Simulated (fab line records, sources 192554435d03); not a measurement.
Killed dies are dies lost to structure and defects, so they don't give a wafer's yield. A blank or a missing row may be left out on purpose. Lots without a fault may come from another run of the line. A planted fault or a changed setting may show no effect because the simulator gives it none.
A struck lot beside a sound one | flow n5_finfet | 35 steps out of a route of 1938
Sound: wafers L462.2, L462.5, L462.6. Struck: wafers L457.1, L457.2, L457.4. The cause comes at the end.
At each step with rows: each side's tool, then ch and its chambers, then its first start. Under that, the readings that differ: sound wafers | struck wafers | difference of the means | sigmas: that difference in standard deviations of wafers without a fault.
alike: readings whose means differ by less than 2 such deviations, and words and numbers that are the same on both sides. not compared: withheld readings, readings that some wafer has no value for, bounds like >300 that may hide the same value, and numbers for which the record gives no deviation and whose values overlap.
The two part at a step that has a row with sigmas, a row that says differs or no value, or rows on one side only. Numbers that don't overlap but have no deviation are shown without sigmas and don't part them. A reading that every wafer of one side lacks parts them only if that side has two wafers or more.

first, 12 steps without rows for these wafers: N5_SD_EPI_P_ETCH_37 (etches SOC in N2/H2, overetch 108 nm, time 486 s); N5_SD_EPI_P_STRIP_38 (strips in N2/H2); N5_SD_EPI_P_ETCHBACK_46 (etches SiNx in CH3F/O2, stops on SiO2, target depth 17.5 nm); N5_SD_EPI_P_ETCH_47 (etches SiOCN in CH3F/O2, target depth 25 nm); N5_SD_EPI_P_ETCH_16 (etches SiO2 in CHF3/O2, target depth 5 nm); N5_SD_EPI_P_STRIP_50 (strips in CHF3/O2); N5_SD_EPI_P_SD_RECESS_17 (chemistry HBr/Cl2/O2, target depth 39.1 nm, bt time 3 s); N5_SD_EPI_P_WET_ETCH_45 (etches SiO2 in dHF, time 10.7 s, target depth 2 nm, rinse time 30 s); N5_SD_EPI_P_STRIP_40 (strips in N2/H2); N5_SD_EPI_P_PRECLEAN_52 (cleans in O3/DIW, time 60 s); N5_SD_EPI_P_SRD_20 (time 30 s); N5_SD_EPI_P_PRECLEAN_51 (cleans in NF3:NH3, afs cycles 1, time 20 s, sublimation time 60 s).
N5_SD_EPI_P_VAPOR_ETCH_44: etches SiGe30 in NF3/Ar, time 3.3 s.
  sound on epi_rpcvd-01 ch 0, day 8 08:37; struck on epi_rpcvd-03, day 6 23:55
  no value came back on the struck wafers for susceptor_temp_C (C), time_s (s); on the sound wafers susceptor_temp_C (C) reads 25.12 25.03 25.15
then, 20 steps without rows for these wafers: N5_SD_EPI_P_EPI_21 (deposits SiGe:B, time 355 s); N5_SD_EPI_P_HM_STRIP_48 (strips SiNx in H3PO4, material SiNx, target depth 3 nm); N5_SD_EPI_P_SRD_49 (time 30 s); N5_SD_EPI_P_PRECLEAN_24 (cleans in O3/DIW, time 45 s); N5_SD_EPI_P_PRECLEAN_32 (cleans in dHF, time 10 s); N5_SD_EPI_P_PRECLEAN_33 (cleans in SC2, time 45 s); N5_SD_EPI_P_SRD_25 (time 30 s); N5_SD_ACTIVATION_RTA_00 (time 0 s); N5_SD_ACTIVATION_LSA_01 (time 0.0008 s); N5_ILD0_LINER_00 (material SiNx, target thk 4 nm, pulse time 1 s, purge time 2 s); N5_ILD0_FCVD_FILL_01 (material SiO2 flowable, target thk 200 nm, time 328.3 s); N5_ILD0_CURE_02 (time 1800 s); N5_ILD0_CMP_03 (polishes, stops on SiNx, t overpolish 1.9 s, target thk 197.38 nm); N5_ILD0_CMP_07 (polishes SiO2 flowable, stops on poly-Si, t overpolish 1.18 s, target thk 138.88 nm); N5_ILD0_PRECLEAN_10 (cleans in NF3:NH3, afs cycles 5, time 20 s, sublimation time 60 s); N5_ILD0_ALD_15 (deposits SiNx, target thk 24 nm, pulse time 1 s, ald cycles 480); N5_ILD0_CMP_12 (polishes SiNx, stops on poly-Si, t overpolish 6 s, target thk 17.67 nm); N5_SDB_HM_DEP_00 (deposits SiNx from SiH4/NH3/N2, target thk 40 nm, time 35.3 s); N5_SDB_COAT_03 (time 60 s, resist thk 100 nm); N5_SDB_COAT_04 (time 60 s, resist thk 18 nm).
-- the record jumps here: 5 days lie between the struck wafers' starts before and after (it left off in module SDB and takes up again in module BEOL_M4, whose first step shown is number 1111 of the route) --
N5_BEOL_M4_RC_MEAS_101:
  sound on prober-02 ch 0, day 13 04:42; struck on prober-01 ch 0, day 11 19:10
  reading            | sound             | struck            | difference | sigmas
  CJ_P               | 5.78 5.78 5.86    | 4.77 4.57 4.71    | -1.12      | -7
  DIBL_P (mV/V)      | 36.1 39.7 33.6    | 27.2 23.1 26.2    | -11.0      | -5
  IOFF_P (nA/um)     | 0.24 0.32 0.20    | 0.04 0.03 0.03    | -0.22      | -6
  IOFF_P_85C (nA/um) | 4.2 5.2 3.6       | 0.8 0.6 0.8       | -3.6       | -6
  IOFF_P_LIN (nA/um) | 0.113 0.137 0.100 | 0.022 0.018 0.021 | -0.096     | -7
  ION_P (uA/um)      | 464 471 469       | 296 283 292       | -178       | -26
  REXT_P (ohm.um)    | 101.4 99.9 99.9   | 286.6 287.7 288.1 | +187.1     | +65
  SS_P (mV/dec)      | 73.5 74.0 72.8    | 72.3 70.9 72.4    | -1.6       | -2
  VT_P (mV)          | -246 -245 -249    | -291 -294 -291    | -45        | -14
  VT_P_LVT (mV)      | -96 -92 -98       | -138 -143 -140    | -45        | -15
  alike: DIBL_N, IOFF_N, ION_N, SS_N, VT_N
-- the record jumps here: 4 days lie between the struck wafers' starts before and after (it left off in module BEOL_M4 and takes up again in module PASSIVATION, whose first step shown is number 1936 of the route) --
N5_PASSIVATION_PROBE_49:
  sound on prober-01, day 17 22:14; struck on prober-02, day 15 18:22
  reading              | sound          | struck            | difference | sigmas
  sort_bin_8_speed (%) | 0 0 0          | 91.36 89.66 91.44 | +90.82     | +99 or more
  sort_n_pass          | 1069 1098 1086 | 0 0 0             | -1084      | -60
  sort_yield_pct (%)   | 90.6 93.1 92.0 | 0 0 0             | -92        | -57
  alike: defect_limited_yield, killed_at_M0_to_M3, killed_at_M4_up, killed_at_contacts, killed_at_front_end, killed_at_other, killed_dies, killed_open, killed_short, sort_bin_4_leakage, sort_bin_5_function, sort_bin_6_memory

WHERE THEY PART
First at N5_SD_EPI_P_VAPOR_ETCH_44; last, within this record, at N5_PASSIVATION_PROBE_49.

WHY: what the simulator had put in
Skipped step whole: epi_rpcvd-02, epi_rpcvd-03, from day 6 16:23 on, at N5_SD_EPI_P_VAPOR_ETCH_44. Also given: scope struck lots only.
